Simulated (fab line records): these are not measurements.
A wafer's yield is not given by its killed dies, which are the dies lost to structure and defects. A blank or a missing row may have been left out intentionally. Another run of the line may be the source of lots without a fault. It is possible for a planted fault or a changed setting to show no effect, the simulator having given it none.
Chamber matching :: flow nand harc :: 3 sister chambers for NHARC_A_M0_DEP_32 on pecvd-01
The step deposits SiCN, target thk 30 nm. 6 wafers are shown with their chamber, then 9 later ones without.

== EACH WAFER AND ITS CHAMBER ==
wafer: L085.1
chamber: 0
heater power w (W): 420

wafer: L085.4
chamber: 1
heater power w (W): 635

wafer: L085.6
chamber: 2
heater power w (W): 767

wafer: L083.2
chamber: 1
heater power w (W): 663

wafer: L083.3
chamber: 0
heater power w (W): 513

wafer: L083.5
chamber: 2
heater power w (W): 773

== WAFERS WITH NO CHAMBER GIVEN ==
wafer: L084.1
heater power w (W): 730

wafer: L084.2
heater power w (W): 518

wafer: L084.4
heater power w (W): 512

wafer: L089.1
heater power w (W): 770

wafer: L089.4
heater power w (W): 495

wafer: L089.5
heater power w (W): 758

wafer: L093.4
heater power w (W): 513

wafer: L093.5
heater power w (W): 661

wafer: L093.6
heater power w (W): 694

== WHICH CHAMBER EACH WENT THROUGH ==
wafer: L084.1
from the rows above: can't be placed: 2 or 1
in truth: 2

wafer: L084.2
from the rows above: 0
in truth: 0

wafer: L084.4
from the rows above: 0
in truth: 0

wafer: L089.1
from the rows above: 2
in truth: 2

wafer: L089.4
from the rows above: 0
in truth: 0

wafer: L089.5
from the rows above: 2
in truth: 2

wafer: L093.4
from the rows above: 0
in truth: 0

wafer: L093.5
from the rows above: 1
in truth: 1

wafer: L093.6
from the rows above: can't be placed: 1 or 2
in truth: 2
7 of 9 placed correctly. From these rows, 2 cannot be placed; in 2 the true chamber is one of the candidates. Wrongly placed: 0.
How it was worked out, from the rows above alone: a wafer's distance from a chamber is the root of the sum, over the readings, of the square of ((its reading less the chamber's mean) divided by the reading's scatter). If the next closest chamber is less than 2 further off than the closest, the wafer can't be placed; otherwise it belongs to the closest. The mean given for a chamber averages the wafers shown for that chamber. The scatter: take each reading less its chamber's mean, square it, sum over the shown wafers, divide by the number of wafers less the number of chambers, and take the root.
